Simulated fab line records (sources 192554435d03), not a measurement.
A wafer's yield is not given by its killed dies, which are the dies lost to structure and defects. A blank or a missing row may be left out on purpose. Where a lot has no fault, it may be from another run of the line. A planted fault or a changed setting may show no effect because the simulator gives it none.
A struck lot beside a sound one | flow n5_finfet | 45 steps out of a route of 1938
Sound: wafers L182.1, L182.5, L182.6. Struck: wafer L187.1; the same lot's L187.3 was not struck, so it is left out; see the end for the cause.
Per side, at each step with rows, come the tool, then ch with its chambers, and then its first start. Under that, the readings that differ: sound wafers | struck wafers | difference of the means | sigmas: that difference in standard deviations of wafers without a fault.
alike: readings whose means differ by less than 2 such deviations, and words and numbers that are the same on both sides. not compared: withheld readings, readings that some wafer has no value for, bounds like >300 that may hide the same value, and numbers for which the record gives no deviation and whose values overlap.
Wherever a step has rows on one side only, a row that says differs or no value, or a row with sigmas, the two part there. Numbers that have no deviation but don't overlap get no sigmas and don't part them. A reading missing from all wafers of one side parts the sides only when that side holds two or more wafers.

first, 11 steps without rows for these wafers: N5_BEOL_M4_DESCUM_33 (chemistry O2, time 7 s); N5_BEOL_M4_ETCH_77 (etches underlayer in N2/H2, target depth 6.5 nm, time 5.2 s); N5_BEOL_M4_ETCH_69 (etches SiARC in CF4, target depth 15.6 nm, time 26 s); N5_BEOL_M4_ALD_98 (deposits SiO2, target thk 2.5 nm, pulse time 1 s, co reactant pulse time 1 s); N5_BEOL_M4_ETCHBACK_99 (etches SiO2 in CHF3, target depth 5 nm, time 10.4 s); N5_BEOL_M4_ETCH_70 (etches SOC in N2/H2, target depth 80 nm, overetch 24 nm, time 130 s); N5_BEOL_M4_STRIP_71 (strips in N2/H2); N5_BEOL_M4_STRIP_78 (strips in N2/H2); N5_BEOL_M4_VIA_ETCH_34 (etches the open film in C4F6/O2, target depth 69.4 nm, time 65.9 s); N5_BEOL_M4_STRIP_83 (strips in C4F6/O2); N5_BEOL_M4_STRIP_36 (strips in N2/H2).
N5_BEOL_M4_TRENCH_ETCH_37: etches SiOC in C4F6/O2, target depth 55.555 nm, time 29.2 s.
  sound on rie_diel-02 ch 0,1, day 9 02:31; struck on rie_diel-02 ch 0, day 13 01:41
  reading                                    | sound             | struck | difference | sigmas
  oes_product_au (a.u.)                      | 0.71 0.72 0.90    | 0.52   | -0.26      | -3
  model.BEOL_M4.feature_depth_nm (nm)        | 55 55.8 55.4      | 32.8   | -22.6      |
  model.etch.depth_nm (nm)                   | 54.96 55.79 55.41 | 32.8   | -22.6      |
  model.TiN_of_BEOL_M4_HM_DEP_02.thk_nm (nm) | 17.8 17.8 17.6    | 18.8   | +1.1       |
  alike: drypump_motor_current_A, mfc_ar_sccm, rf_vpp_V, showerhead_plenum_p_Torr, throttle_valve_pct
  not compared: rf_hours_counter_h
then, 2 steps without rows for these wafers: N5_BEOL_M4_ETCH_41 (etches SiCN in CH3F/O2, target depth 29.9 nm, time 52.5 s); N5_BEOL_M4_STRIP_97 (strips in N2/H2, time 10 s).
N5_BEOL_M4_OCD_MEAS_38:
  sound on ocd-01 at day 9 02:40; struck on ocd-01 at day 13 01:51
  reading              | sound          | struck | difference | sigmas
  trench_depth_nm (nm) | 54.8 55.9 55.2 | 32.7   | -22.6      | -17
then, 25 steps without rows for these wafers: N5_BEOL_M4_HM_STRIP_39 (strips TiN in peroxide tin strip, target depth 25 nm, time 158 s); N5_BEOL_M4_SRD_40 (time 30 s); N5_BEOL_M4_PRECLEAN_42 (cleans in residue remover, time 60 s); N5_BEOL_M4_SRD_43 (time 30 s); N5_BEOL_M4_DEGAS_44 (time 60 s); N5_BEOL_M4_PRE_CLEAN_45 (time 30 s); N5_BEOL_M4_ALD_84 (deposits TaN, pulse time 2 s, purge time 3 s, co reactant purge time 2 s); N5_BEOL_M4_SURFACE_TREAT_85; N5_BEOL_M4_CVD_47 (deposits Co from CCTBA/H2, target thk 3 nm, time 223.8 s); N5_BEOL_M4_SPUTTER_48 (material Cu, target thk 4.5 nm, time 8.29 s); N5_BEOL_M4_ANNEAL_49 (time 240 s); N5_BEOL_M4_SPUTTER_79 (material Cu, target thk 4.5 nm, time 8.29 s); N5_BEOL_M4_ANNEAL_80 (time 240 s); N5_BEOL_M4_SPUTTER_81 (material Cu, target thk 4.5 nm, time 8.29 s); N5_BEOL_M4_ANNEAL_82 (time 240 s); N5_BEOL_M4_SPUTTER_86 (material Cu, target thk 4.5 nm, time 8.29 s); N5_BEOL_M4_ANNEAL_87 (time 240 s); N5_BEOL_M4_SPUTTER_88 (material Cu, target thk 4.5 nm, time 8.29 s); N5_BEOL_M4_ANNEAL_89 (time 240 s); N5_BEOL_M4_SPUTTER_90 (material Cu, target thk 4.5 nm, time 8.29 s); N5_BEOL_M4_ANNEAL_91 (time 240 s); N5_BEOL_M4_SPUTTER_92 (material Cu, target thk 4.5 nm, time 8.29 s); N5_BEOL_M4_ANNEAL_93 (time 240 s); N5_BEOL_M4_SPUTTER_94 (material Cu, target thk 4.5 nm, time 8.29 s); N5_BEOL_M4_ANNEAL_95 (time 240 s).
N5_BEOL_M4_CMP_52: polishes, stops on SiOC, t overpolish 6.8 s, target thk 40 nm.
  sound on cmp-03 ch 1,2, day 9 05:40; struck on cmp-04 ch 2, day 13 06:50
  reading                                | sound          | struck | difference | sigmas
  model.Cu_of_BEOL_M4_ECD_50.thk_nm (nm) | 39.4 39.8 40.2 | 18.6   | -21.2      |
  alike: motor_current_A
  not compared: pad_life_wafers
N5_BEOL_M4_THK_MEAS_53: measures by xrf.
  sound on film_metro-02 at day 9 05:58; struck on film_metro-01 at day 13 07:07
  reading     | sound          | struck | difference | sigmas
  M4_THK (nm) | 39.3 39.7 40.3 | 18.4   | -21.4      | -13
N5_BEOL_M4_RS_MEAS_58: the measuring method here is four-point-probe.
  sound on film_metro-01 at day 9 06:13; struck on film_metro-02 at day 13 07:25
  reading        | sound          | struck | difference | sigmas
  M4_RS (ohm/sq) | 0.68 0.67 0.66 | 1.88   | +1.21      | +34
N5_BEOL_M4_RC_MEAS_101:
  sound on prober-02 ch 0, day 9 06:16; struck on prober-01 ch 0, day 13 07:28
  reading                   | sound       | struck | difference | sigmas
  SERP_M4 (ohm/um)          | 197 189 199 | 474    | +279       | +16
  SERP_M4_max_site (ohm/um) | 206 200 216 | 505    | +298       | +17
  alike: DIBL_N, DIBL_P, IOFF_N, IOFF_P, ION_N, ION_P, SS_N, SS_P, VT_N, VT_P
-- record jumps: 4 days separate the struck wafers' starts on either side; left off in module BEOL_M4, taken up again in module PASSIVATION, whose first shown step is the route's number 1936 --
N5_PASSIVATION_PROBE_49:
  sound on prober-02 at day 12 15:34; struck on prober-01 at day 17 18:24
  reading                  | sound          | struck | difference | sigmas
  defect_limited_yield (%) | 90.3 91.9 90.2 | 56.8   | -34.0      | -23
  killed_at_M4_up          | 11 7 9         | 397    | +388       | +83
  killed_at_contacts       | 29 21 21       | 5      | -19        | -3
  killed_dies              | 115 95 116     | 510    | +401       | +22
  killed_on_rim            | 16 13 17       | 51     | +36        | +8
  sort_bin_8_speed (%)     | 0 0 0          | 32.63  | +32.63     | +99 or more
  sort_n_pass              | 1065 1085 1064 | 670    | -401       | -22
  alike: killed_at_M0_to_M3, killed_at_front_end, killed_at_other, killed_open, killed_short, sort_bin_5_function, sort_bin_6_memory

== WHERE THEY PART ==
At N5_BEOL_M4_TRENCH_ETCH_37 first; at N5_PASSIVATION_PROBE_49 last (within this record only).

WHY: what the simulator had put in
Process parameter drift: rie_diel-02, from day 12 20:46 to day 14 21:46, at N5_BEOL_M4_TRENCH_ETCH_37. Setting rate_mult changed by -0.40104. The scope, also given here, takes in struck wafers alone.
